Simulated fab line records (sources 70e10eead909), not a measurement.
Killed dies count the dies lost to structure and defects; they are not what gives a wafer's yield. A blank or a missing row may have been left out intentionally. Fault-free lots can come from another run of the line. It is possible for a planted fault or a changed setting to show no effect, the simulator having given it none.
One fault through the eyes of 2 desks | flow nand harc | each desk has only its own numbers; what lay behind them comes last

== DESK OF THE TOOL OWNER: pecvd onon-01 ==
The tool's own readings at NHARC_A_ONON_D1_DEP_19 (target thk 1000 nm): means of the sampled wafers that have a number, for each lot that ran on this tool. Any lot whose mean is over 4 standard deviations away from the usual mean is out of limits and marked OUT; that distance is given in the brackets.
Columns: A = n2o flow sccm at NHARC_A_ONON_D1_DEP_19, usual 1999 sccm; B = susceptor temp C at NHARC_A_ONON_D1_DEP_19, usual 400.06 C
lot  | first seen here | A    | B
L945 | day 7 19:38     | 1990 | 400.10
L947 | day 8 09:08     | 1995 | 400.09
L948 | day 8 19:20     | 2001 | 399.89
L954 | day 10 07:17    | 2000 | 400.10
Finding of this desk: none of the 4 lots has anything out of limits.

== FROM THE METROLOGY DESK ==
Lot by lot, what the gauges showed, no matter which tool ran the lot: averages of those sampled wafers that carry a number. Any lot whose mean is over 4 standard deviations away from the usual mean is out of limits and marked OUT; that distance is given in the brackets.
Columns: A = thk nm at NHARC_A_ONON_D1_THK_MEAS_21, usual 1002 nm
lot  | first seen here | A
L945 | day 7 20:08     | 1002
L946 | day 8 09:34     | 1004
L947 | day 8 09:35     | 1005
L948 | day 8 19:51     | 997
L949 | day 9 01:34     | 1000
L952 | day 9 16:02     | 991
L954 | day 10 07:41    | 1052 (+5.5) OUT
L959 | day 11 14:25    | 988
L961 | day 11 21:11    | 1011
L960 | day 11 21:12    | 982
L963 | day 12 08:34    | 1000
L965 | day 13 00:46    | 1008
L968 | day 13 04:52    | 1009
This desk's verdict: out of limits on L954, starting with L954 at day 10 07:41 (thk nm at NHARC_A_ONON_D1_THK_MEAS_21). L945, L946, L947, L948, L949, L952, L959, L961, L960, L963, L965, L968 stayed within limits.

== TAKEN TOGETHER ==
Metrology desk: alarm possible at day 10 07:41 on L954.
Nothing out of limits was seen by the tool owner's desk.
The tool owner's desk has L954 on record, within its limits.
Every lot named ran NHARC_A_ONON_D1_DEP_19 on pecvd onon-01.

== WHAT THE SIMULATOR PUT IN ==
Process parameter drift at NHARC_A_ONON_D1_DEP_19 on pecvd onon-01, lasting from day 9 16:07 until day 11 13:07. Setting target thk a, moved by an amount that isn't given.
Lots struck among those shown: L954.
Hours from the fault's start to each desk's first reading out of limits: the metrology desk, 16.
